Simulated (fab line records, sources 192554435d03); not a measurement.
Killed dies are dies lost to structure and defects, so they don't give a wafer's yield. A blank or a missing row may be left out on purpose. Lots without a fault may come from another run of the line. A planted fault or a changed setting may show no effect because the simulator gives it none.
Chamber matching | flow n5_finfet | N5_BEOL_M11_STRIP_36 on rie_diel-05: 4 sister chambers
The step strips in N2/H2. 18 wafers are shown with their chamber, then 9 later ones without.

WAFERS WITH THEIR CHAMBER
wafer  | chamber | showerhead_plenum_p_Torr (Torr) | drypump_motor_current_A (A) | throttle_valve_pct (%)
L074.1 | 0       | 2.50                            | 5.82                        | 24.05
L074.4 | 3       | 2.42                            | 6.02                        | 23.49
L074.6 | 0       | 2.50                            | 5.81                        | 24.07
L075.1 | 2       | 2.69                            | 5.83                        | 23.96
L075.2 | 3       | 2.42                            | 5.99                        | 23.49
L075.4 | 3       | 2.42                            | 5.98                        | 23.53
L081.1 | 2       | 2.68                            | 5.83                        | 23.98
L081.5 | 2       | 2.69                            | 5.81                        | 23.94
L081.6 | 3       | 2.42                            | 6.01                        | 23.51
L082.1 | 1       | 2.49                            | 5.68                        | 23.53
L082.4 | 0       | 2.49                            | 5.82                        | 23.74
L082.6 | 3       | 2.42                            | 5.98                        | 23.53
L085.2 | 2       | 2.68                            | 5.81                        | 23.97
L085.3 | 3       | 2.41                            | 6.01                        | 23.51
L085.6 | 0       | 2.49                            | 5.83                        | 23.80
L086.3 | 0       | 2.49                            | 5.80                        | 23.73
L086.4 | 3       | 2.41                            | 6.04                        | 23.52
L086.6 | 3       | 2.41                            | 6.05                        | 23.52

SIGNATURES (means of the wafers above)
reading                  | chamber 0 | chamber 1 | chamber 2 | chamber 3 | scatter within a chamber
showerhead_plenum_p_Torr | 2.4940    | 2.4900    | 2.6850    | 2.4162    | 0.0054
drypump_motor_current_A  | 5.8160    | 5.6800    | 5.8200    | 6.0100    | 0.0202
throttle_valve_pct       | 23.8780   | 23.5300   | 23.9625   | 23.5125   | 0.0911
Rule: a wafer's distance from a chamber is the root of the sum, over the readings, of the square of ((its reading less the chamber's mean) divided by the reading's scatter). The wafer belongs to the nearest chamber; if the next one is less than 2 further off, it can't be placed. The scatter: the root of (the sum of the squares of (reading less its chamber's mean) over the shown wafers, divided by (wafers less chambers)).

WAFERS WITHOUT THEIR CHAMBER
wafer  | showerhead_plenum_p_Torr (Torr) | drypump_motor_current_A (A) | throttle_valve_pct (%)
L090.2 | 2.49                            | 5.82                        | 23.78
L090.5 | 2.49                            | 5.68                        | 23.53
L090.6 | 2.49                            | 5.82                        | 23.81
L091.1 | 2.67                            | 5.82                        | 23.98
L091.4 | 2.49                            | 5.69                        | 23.55
L091.5 | 2.41                            | 5.97                        | 23.53
L092.1 | 2.49                            | 5.69                        | 23.57
L092.2 | 2.67                            | 5.79                        | 24.01
L092.5 | 2.49                            | 5.68                        | 23.53

WHICH CHAMBER EACH WENT THROUGH
wafer  | from the rows above | in truth
L090.2 | 0                   | 0
L090.5 | 1                   | 1
L090.6 | 0                   | 0
L091.1 | 2                   | 2
L091.4 | 1                   | 1
L091.5 | 3                   | 3
L092.1 | 1                   | 1
L092.2 | 2                   | 2
L092.5 | 1                   | 1
Placed correctly: 9 of 9. Can't be placed from these rows: 0. Placed wrongly: 0.
